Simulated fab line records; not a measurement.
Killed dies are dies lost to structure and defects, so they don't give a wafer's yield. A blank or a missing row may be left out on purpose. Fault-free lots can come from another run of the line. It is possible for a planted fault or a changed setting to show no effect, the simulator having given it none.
The tool behind it: which one? | flow n5Finfet | 10 lots, 30 wafers sampled, at 5 steps of a route of 1938

WHAT EACH GAUGE READ, for each wafer
N5_BEOL_M4_RC_MEAS_101. Usual: DIBL_N 36.3 mV/V, standard deviation 1; DIBL_P 36.2 mV/V, standard deviation 1.4; IOFF_N 0.157 nA/um, standard deviation 0.021; IOFF_P 0.206 nA/um, standard deviation 0.025; ION_N 673 uA/um, standard deviation 9; ION_P 461 uA/um, standard deviation 6.4; SS_N 71.5 mV/dec, standard deviation 0.5; SS_P 73.2 mV/dec, standard deviation 0.47; VT_N 249.9 mV, standard deviation 2.4; VT_P -250.6 mV, standard deviation 2.9.
lot  | measured     | on        | DIBL_N (mV/V)  | DIBL_P (mV/V)  | IOFF_N (nA/um)    | IOFF_P (nA/um)    | ION_N (uA/um) | ION_P (uA/um) | SS_N (mV/dec)  | SS_P (mV/dec)  | VT_N (mV)         | VT_P (mV)            | flag
L684 | day 8 05:05  | prober-02 | 36.7 34.9 36.6 | 35.9 34.3 36.5 | 0.175 0.153 0.190 | 0.204 0.182 0.208 | 683 679 689   | 460 466 462   | 71.6 71.4 71.7 | 73.8 73.2 74.1 | 249.0 250.8 248.7 | -251.3 -252.4 -253.0 | 
L686 | day 9 07:38  | prober-02 | 36.7 35.1 35.3 | 37.4 36.1 36.2 | 0.170 0.145 0.144 | 0.224 0.196 0.196 | 669 665 661   | 464 456 458   | 72.4 71.5 70.9 | 73.5 73.2 73.4 | 247.3 251.9 251.8 | -249.1 -252.0 -252.4 | 
L687 | day 9 09:32  | prober-01 | 37.5 39.5 38.3 | 35.9 38.7 37.6 | 0.151 0.202 0.181 | 0.199 0.242 0.226 | 668 686 686   | 464 467 469   | 71.5 72.3 71.5 | 73.9 73.3 73.5 | 250.2 246.9 250.7 | -249.6 -247.3 -250.6 | 
L685 | day 9 11:14  | prober-01 | 35.1 36.8 36.6 | 35.5 37.4 37.1 | 0.132 0.159 0.158 | 0.191 0.221 0.216 | 675 679 679   | 465 471 464   | 70.5 71.0 71.9 | 72.7 73.3 72.9 | 252.1 246.7 248.5 | -252.4 -248.8 -251.5 | 
L691 | day 9 23:08  | prober-02 | 35.7 37.5 35.7 | 34.6 36.7 34.4 | 0.132 0.153 0.135 | 0.177 0.205 0.174 | 668 664 659   | 458 458 456   | 71.7 71.8 71.9 | 72.9 73.6 72.6 | 250.7 251.9 251.5 | -251.9 -251.3 -251.5 | 
L693 | day 10 21:08 | prober-02 | 37.0 37.3 37.2 | 37.4 37.7 38.3 | 0.161 0.164 0.170 | 0.206 0.208 0.222 | 671 668 687   | 460 455 462   | 71.6 72.2 72.1 | 73.0 73.4 72.6 | 253.7 250.5 247.8 | -251.2 -253.6 -251.6 | 
L695 | day 11 11:57 | prober-01 | 36.6 36.8 36.1 | 36.7 36.7 34.8 | 0.187 0.202 0.169 | 0.259 0.271 0.233 | 685 687 682   | 470 475 471   | 71.7 71.7 71.1 | 73.0 72.9 72.7 | 247.2 243.5 247.3 | -244.2 -244.8 -248.5 | 
L697 | day 11 15:38 | prober-01 | 36.5 38.0 36.4 | 35.7 37.5 35.4 | 0.142 0.169 0.138 | 0.199 0.228 0.196 | 665 666 658   | 454 463 456   | 71.3 71.4 71.1 | 73.1 73.5 73.1 | 250.0 249.7 250.6 | -250.1 -248.1 -253.0 | 
L700 | day 12 17:07 | prober-02 | 37.5 35.4 35.9 | 35.7 34.3 34.6 | 0.148 0.120 0.132 | 0.179 0.157 0.162 | 665 667 660   | 448 455 455   | 71.8 70.2 72.1 | 73.4 72.9 72.3 | 251.7 252.6 252.5 | -255.2 -255.0 -255.7 | 
L702 | day 13 01:10 | prober-01 | 35.8 36.5 35.6 | 34.6 34.8 34.3 | 0.141 0.147 0.142 | 0.206 0.210 0.208 | 679 665 681   | 470 463 472   | 71.0 71.5 71.0 | 73.2 72.5 72.6 | 250.3 248.9 250.8 | -247.9 -246.2 -247.9 | 

WHICH TOOL RAN EACH LOT (tool, then ch and the chambers of the sampled wafers, then the start)
lot  | N5_BEOL_M3_PECVD_72             | N5_BEOL_M3_HM_DEP_02        | N5_BEOL_M3_ETCH_74                | N5_BEOL_M3_COAT_67
L684 | pecvd-04 ch 0,1, day 7 08:11    | pvdSputter-01, day 7 09:41  | rieDiel-03 ch 1,3, day 7 10:25    | lithoTrack-05 ch 0, day 7 11:01
L686 | pecvd-01 ch 0,2, day 8 02:42    | pvdSputter-02, day 8 06:10  | rieDiel-01 ch 1,2, day 8 06:43    | lithoTrack-05 ch 0, day 8 07:14
L687 | pecvd-03 ch 0,1,2, day 8 07:30  | pvdSputter-01, day 8 09:38  | rieDiel-03 ch 2,3, day 8 10:11    | lithoTrack-05 ch 0, day 8 10:37
L685 | pecvd-03 ch 0,1,2, day 8 10:29  | pvdSputter-01, day 8 11:26  | rieDiel-05 ch 1,2,3, day 8 11:59  | lithoTrack-05 ch 0, day 8 12:31
L691 | pecvd-04 ch 0,1, day 9 04:59    | pvdSputter-03, day 9 05:25  | rieDiel-03 ch 0,3, day 9 06:05    | lithoTrack-03 ch 0, day 9 06:32
L693 | pecvd-01 ch 1,2, day 9 17:32    | pvdSputter-02, day 9 19:01  | rieDiel-03 ch 1,2,3, day 9 20:12  | lithoTrack-01 ch 0, day 9 20:52
L695 | pecvd-03 ch 0,2, day 10 18:44   | pvdSputter-03, day 10 20:36 | rieDiel-01 ch 0,3, day 10 21:09   | lithoTrack-01 ch 0, day 10 21:41
L697 | pecvd-04 ch 0,2, day 10 21:48   | pvdSputter-02, day 10 22:11 | rieDiel-05 ch 1,2,3, day 10 23:05 | lithoTrack-03 ch 0, day 10 23:31
L700 | pecvd-03 ch 0,1,2, day 11 20:11 | pvdSputter-01, day 11 22:25 | rieDiel-05 ch 0,1, day 11 22:58   | lithoTrack-03 ch 0, day 11 23:23
L702 | pecvd-03 ch 1,2, day 12 08:54   | pvdSputter-01, day 12 10:05 | rieDiel-01 ch 0,2,3, day 12 10:46 | lithoTrack-03 ch 0, day 12 11:11
- N5_BEOL_M3_PECVD_72: deposits SiO2 from TEOS/O2, target thk 16 nm, time 18 s.
- N5_BEOL_M3_HM_DEP_02: deposits TiN, target thk 20 nm.
- N5_BEOL_M3_ETCH_74: etches underlayer in N2/H2, target depth 6.5 nm, time 5.2 s.
- N5_BEOL_M3_COAT_67: time 60 s, resist thk 60 nm.

WHAT THE TOOLS THEMSELVES READ (means of the sampled wafers that have a number; where no wafer has one, the mark that the record gives instead)
N5_BEOL_M3_PECVD_72. Usual: heaterPowerW 752 W, standard deviation 120; showerheadPlenumPTorr 8.81 Torr, standard deviation 0.06; showerheadVppV 1298 V, standard deviation 40; throttleValvePct 22.3 %, standard deviation 0.91.
lot  | tool     | heaterPowerW (W) | showerheadPlenumPTorr (Torr) | showerheadVppV (V) | throttleValvePct (%) | flag
L684 | pecvd-04 | 862              | 8.80                         | 1257               | 22.2                 | 
L686 | pecvd-01 | 805              | 8.75                         | 1340               | 23.0                 | 
L687 | pecvd-03 | 647              | 8.85                         | 1286               | 22.4                 | 
L685 | pecvd-03 | 691              | 8.84                         | 1286               | 22.3                 | 
L691 | pecvd-04 | 794              | 8.81                         | 1276               | 22.2                 | 
L693 | pecvd-01 | 782              | 8.71                         | 1306               | 22.2                 | 
L695 | pecvd-03 | 642              | 8.85                         | 1283               | 22.0                 | 
L697 | pecvd-04 | 783              | 8.79                         | 1353               | 21.5                 | 
L700 | pecvd-03 | 654              | 8.84                         | 1277               | 22.5                 | 
L702 | pecvd-03 | 680              | 8.84                         | 1309               | 22.6                 | 

N5_BEOL_M3_HM_DEP_02. Usual: throttleValvePct reads 29.7 % (standard deviation 1.3).
lot  | tool          | throttleValvePct (%) | flag
L684 | pvdSputter-01 | 28.8                 | 
L686 | pvdSputter-02 | 29.1                 | 
L687 | pvdSputter-01 | 30.1                 | 
L685 | pvdSputter-01 | 30.0                 | 
L691 | pvdSputter-03 | 30.5                 | 
L693 | pvdSputter-02 | 29.0                 | 
L695 | pvdSputter-03 | 29.6                 | 
L697 | pvdSputter-02 | 29.7                 | 
L700 | pvdSputter-01 | 29.9                 | 
L702 | pvdSputter-01 | 29.5                 | 

N5_BEOL_M3_ETCH_74. Usual: chamberPressureMTorr is 30.00 mTorr with standard deviation 0.04, drypumpMotorCurrentA is 5.6 A with standard deviation 0.57, etchRfOnTimeS is 5.17 s with standard deviation 0.088, oesProductAu is 0.67 a.u. with standard deviation 0.076, rfVppV is 524 V with standard deviation 3.4, showerheadPlenumPTorr is 2.56 Torr with standard deviation 0.11, and throttleValvePct is 17.80 % with standard deviation 0.21.
lot  | tool       | chamberPressureMTorr (mTorr) | drypumpMotorCurrentA (A) | etchRfOnTimeS (s) | oesProductAu (a.u.) | rfVppV (V) | showerheadPlenumPTorr (Torr) | throttleValvePct (%) | flag
L684 | rieDiel-03 | 30.01                        | 5.3                      | 5.16              | 0.65                | 526        | 2.55                         | 17.69                | 
L686 | rieDiel-01 | 30.01                        | 6.2                      | 5.17              | 0.68                | 527        | 2.66                         | 18.04                | 
L687 | rieDiel-03 | 29.99                        | 5.2                      | 5.21              | 0.65                | 521        | 2.45                         | 17.69                | 
L685 | rieDiel-05 | 30.02                        | 6.3                      | 5.26              | 0.61                | 521        | 2.46                         | 18.05                | 
L691 | rieDiel-03 | 30.00                        | 5.3                      | 5.17              | 0.61                | 523        | 2.52                         | 17.82                | 
L693 | rieDiel-03 | 29.98                        | 5.3                      | 5.17              | 0.64                | 524        | 2.54                         | 17.73                | 
L695 | rieDiel-01 | 29.98                        | 5.6                      | 4.99              | 0.84                | 525        | 2.61                         | 17.62                | 
L697 | rieDiel-05 | 29.96                        | 6.3                      | 5.19              | 0.68                | 521        | 2.46                         | 17.94                | 
L700 | rieDiel-05 | 30.01                        | 5.1                      | 5.11              | 0.74                | 523        | 2.48                         | 17.72                | 
L702 | rieDiel-01 | 29.96                        | 5.8                      | 5.05              | 0.74                | 524        | 2.61                         | 17.85                | 

N5_BEOL_M3_COAT_67. Usual: spinSpeedRpm reads 1499.8 rpm (standard deviation 0.92).
lot  | tool          | spinSpeedRpm (rpm) | flag
L684 | lithoTrack-05 | 1501.0             | 
L686 | lithoTrack-05 | 1362.0             | OFF
L687 | lithoTrack-05 | 1362.3             | OFF
L685 | lithoTrack-05 | 1360.9             | OFF
L691 | lithoTrack-03 | 1499.6             | 
L693 | lithoTrack-01 | 1499.8             | 
L695 | lithoTrack-01 | 1500.4             | 
L697 | lithoTrack-03 | 1499.6             | 
L700 | lithoTrack-03 | 1499.7             | 
L702 | lithoTrack-03 | 1499.8             | 

THE ANSWER, worked out from the rows above alone
Rule: lot off if the mean of its wafers having a number is beyond 3 standard deviations from the usual mean. Also off: a lot with no number at a reading for which 4 or more lots have one. Where the step has rows for the other lots, those lots are counted as sound. The gauges are gone through in route order, then the tools' own readings, and for those a lot's mean is taken as printed above. The first step at which some lot is off is used, and at that step the reading that is off furthest; a lot without a number counts as furthest.
Off, at N5_BEOL_M3_COAT_67 on spinSpeedRpm: L686, L687, L685.
If a tool, at that step or one of the process steps before it, ran each lot that is off and ran no sound lot following the first of them, it fits. One candidate fits, namely lithoTrack-05 at N5_BEOL_M3_COAT_67. A fault onset in the window from L684 (day 7 11:01, its last sound lot) to L686 (day 8 07:14, its first lot off) fits.
The tool's own readings at N5_BEOL_M3_COAT_67 bear it out: on the lots that are off they differ by more than 5 times the standard deviation of the sound lots' means. spinSpeedRpm reads 1361.7 rpm there against 1500.0 rpm on the sound lots.

WHAT WAS PUT IN BY THE SIMULATOR
Process parameters drifting: lithoTrack-05 at N5_BEOL_M3_COAT_67, beginning at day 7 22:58. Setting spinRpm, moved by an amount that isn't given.
Struck lots among those shown: L686, L687, L685. The rule above found the same.
